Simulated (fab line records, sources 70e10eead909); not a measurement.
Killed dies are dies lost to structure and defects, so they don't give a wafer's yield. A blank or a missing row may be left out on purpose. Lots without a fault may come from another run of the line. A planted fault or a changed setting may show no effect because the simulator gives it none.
A struck lot beside a sound one | flow nand_harc | 17 steps out of a route of 1302
Sound: wafers L211.2, L211.3, L211.4. Struck: wafers L229.2, L229.5, L229.6. The cause comes at the end.
At each step with rows: each side's tool, then ch and its chambers, then its first start. Under that, the readings that differ: sound wafers | struck wafers | difference of the means | sigmas: that difference in standard deviations of wafers without a fault.
alike: readings whose means differ by less than 2 such deviations, and words and numbers that are the same on both sides. not compared: withheld readings, readings that some wafer has no value for, bounds like >300 that may hide the same value, and numbers for which the record gives no deviation and whose values overlap.
The two part at a step that has a row with sigmas, a row that says differs or no value, or rows on one side only. Numbers that don't overlap but have no deviation are shown without sigmas and don't part them. A reading that every wafer of one side lacks parts them only if that side has two wafers or more.

NHARC_A_CONTACT_ETCH_102: etches the open film in CF4/O2, target depth 100 nm, overetch 10 nm, time 55 s.
  sound on rie_diel-05 ch 0,1, day 22 16:29; struck on rie_diel-05 ch 0,1,3, day 31 02:25
  alike: drypump_motor_current_A, oes_product_au, rf_vpp_V, showerhead_plenum_p_Torr, throttle_valve_pct
  not compared: rf_hours_counter_h
NHARC_A_CONTACT_STRIP_55: strips in O2.
  sound on rie_diel-05 ch 0,2; struck on rie_diel-05 ch 1,2,3
  alike: drypump_motor_current_A, oes_product_au, rf_vpp_V, showerhead_plenum_p_Torr, throttle_valve_pct
  not compared: rf_hours_counter_h
then, 1 step without rows for these wafers: NHARC_A_CONTACT_STRIP_56 (strips in post etch residue remover, time 600 s).
NHARC_A_CONTACT_DEP_57: deposits aC, target thk 5300 nm.
  sound on acl_dep-03 ch 0, day 22 17:46; struck on acl_dep-01 ch 0, day 31 03:40
  alike: throttle_valve_pct
NHARC_A_CONTACT_DEP_58: deposits SiON, target thk 90 nm.
  sound on pecvd-03 ch 0,1, day 22 20:31; struck on pecvd-04 ch 0,1, day 31 06:24
  alike: heater_power_w
then, 7 steps without rows for these wafers: NHARC_A_CONTACT_DEHYDRATE_59 (time 120 s); NHARC_A_CONTACT_HMDS_60 (time 30 s); NHARC_A_CONTACT_COAT_61 (time 75 s); NHARC_A_CONTACT_COAT_62 (time 65 s); NHARC_A_CONTACT_COAT_63 (resist thk 90 nm); NHARC_A_CONTACT_SOFTBAKE_64 (time 55 s); NHARC_A_CONTACT_EBR_65.
NHARC_A_CONTACT_EXPOSE_66: exposes mask A CC 2.
  sound on arfi_scanner-01 ch 0, day 22 20:58; struck on arfi_scanner-02 ch 0, day 31 06:58
  reading              | sound             | struck            | difference | sigmas
  exposure_dose_mJ_cm2 | 58.99 58.98 58.98 | 55.46 55.39 55.43 | -3.56      | -49
  alike: mask
then, 2 steps without rows for these wafers: NHARC_A_CONTACT_PEB_67 (peb time 65 s); NHARC_A_CONTACT_DEVELOP_68 (develop time 35 s).
NHARC_A_CONTACT_CD_MEAS_69: target cd 300 nm.
  sound on cd_sem-02 ch 0, day 22 21:06; struck on cd_sem-01 ch 0, day 31 07:05
  reading    | sound             | struck            | difference | sigmas
  cd_nm (nm) | 300.0 300.0 300.9 | 297.3 297.5 296.6 | -3.2       | -5
NHARC_A_CONTACT_OVL_MEAS_70:
  sound on overlay-01, day 22 21:11; struck on overlay-01, day 31 07:11
  alike: overlay_x_nm, overlay_y_nm

WHERE THEY PART
First at NHARC_A_CONTACT_EXPOSE_66; last, within this record, at NHARC_A_CONTACT_CD_MEAS_69. Later steps at which nothing parts them and some readings are alike: NHARC_A_CONTACT_OVL_MEAS_70.

WHY: what the simulator had put in
Process parameter drift: arfi_scanner-02, from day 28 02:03 on, at NHARC_A_CONTACT_EXPOSE_66. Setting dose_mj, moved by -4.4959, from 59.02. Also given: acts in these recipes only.
